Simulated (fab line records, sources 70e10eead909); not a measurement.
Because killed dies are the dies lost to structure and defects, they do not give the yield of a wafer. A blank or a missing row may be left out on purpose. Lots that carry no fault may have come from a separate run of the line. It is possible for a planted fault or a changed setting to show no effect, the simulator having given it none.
8D (eight disciplines) problem report, filled in by code -- flow nand-harc -- the parts of the form that need people (team, actions taken, sign-off) are left out

== 1. WHAT IS WRONG ==
Mean of killed-at-periphery at NHARC_END_SORT_01: 613.0 across 6 wafers in 2 lots; on wafers with no fault it is 4.4 (standard deviation 2.9). That is +99 or more standard deviations from the usual mean.
Seen first at day 28 17:14 on prober-02, wafer L494.2. The record holds 24 wafers of 8 lots with a number at this step. The rule behind "out" and "out of limits": a value lying over 4 standard deviations away from the usual mean. All remaining wafers that have a number are taken as sound.

== 2. WHAT THIS IS AND IS NOT ==
question,is,is not
which readings at this step,"killed-at-periphery, killed-dies","killed-at-array, killed-short"
which lots,"L494, L495","L500, L501, L504, L505, L506, L508"
which wafers of those lots,all that have a number,-
read on which gauges,prober-02,prober-01
when,from day 28 17:14,"up to then (0 sound wafers); but 18 sound wafers of L500, L501, L504, L505, L506, L508 came after"

== 3. WHAT RULES OUT EACH SUSPECT ==
Counting: a tool at a process step up to the reading stays a suspect if it ran every lot that is out and no sound lot after the first of them.
- the gauge at NHARC_END_SORT_01: kept. All the wafers that are out were read on prober-02, and no step on other tools shows them out.
- rie-diel-06 at NHARC_P_ZERO_WELL_ETCH_65 (etches the open film in N2/H2, target depth 80 nm, overetch 24 nm, time 87.88 s): ruled out as a lasting fault. Sound lots L501, L504 ran on it after its first lot that is out, L494 (day 5 05:29).
- rie-diel-06 at NHARC_P_ZERO_WELL_ETCH_62 (etches the open film in CHF3/Ar, target depth 13 nm, time 6.5 s): ruled out as a lasting fault. Sound lots L501, L504 ran on it after its first lot that is out, L494 (day 5 06:46). NHARC_P_ZERO_WELL_ETCH_62: start missing for some lots; hours and lot order therefore follow NHARC_P_ZERO_WELL_DESCUM_26.
- lpcvd-02 at NHARC_P_STI_HM_DEP_30 (deposits Si3N4, target thk 80 nm, time 873 s): ruled out as a lasting fault. Sound lots L500, L504, L505, L506, L508 ran on it after its first lot that is out, L494 (day 5 22:11).
After counting, what remains is prober-02 at NHARC_END_SORT_01.

== 4. THE CAUSE (what the simulator had put in) ==
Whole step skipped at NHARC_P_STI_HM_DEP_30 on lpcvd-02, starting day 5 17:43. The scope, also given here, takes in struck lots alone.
Counting ruled it out, wrongly: the rule takes a fault to strike every lot that its tool runs from its start on, and this one did not.

== 5. SEQUENCE OF EFFECTS, ordered by route ==
Each row: a reading whose mean over the struck wafers that have a number lies more than 3 standard deviations from the usual. Only readings for which the record gives a usual standard deviation are gone through. hours: the time from each lot's start at the first step in this table that gives one to its start at this step, as a median over the lots. sigmas: the change in usual standard deviations.
hours,step,reading,usual,on struck wafers,change,sigmas
0,NHARC_END_SORT_01,killed-at-periphery,4.4,613.0,+608.6,+99 or more
0,NHARC_END_SORT_01,killed-dies,59,677,+618,+34
Readings that are blank on the struck wafers while sound wafers have them: pressure-mtorr at NHARC_P_STI_HM_DEP_30; run-length-s at NHARC_P_STI_HM_DEP_30; spike-tc-bottom-C at NHARC_P_STI_HM_DEP_30; spike-tc-upper-C at NHARC_P_STI_HM_DEP_30; zone-power-top-pct at NHARC_P_STI_HM_DEP_30.

== 6. HOW IT WOULD HAVE BEEN CAUGHT EARLIER ==
In this record the first reading out of limits at a measuring or inspecting step was taken at day 28 17:14, 552 hours after the fault began at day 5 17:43.
At NHARC_P_STI_HM_DEP_30 the tool's readings are blank on the struck wafers, where sound wafers have them: an empty tool record is the first sign, and it was there at once.
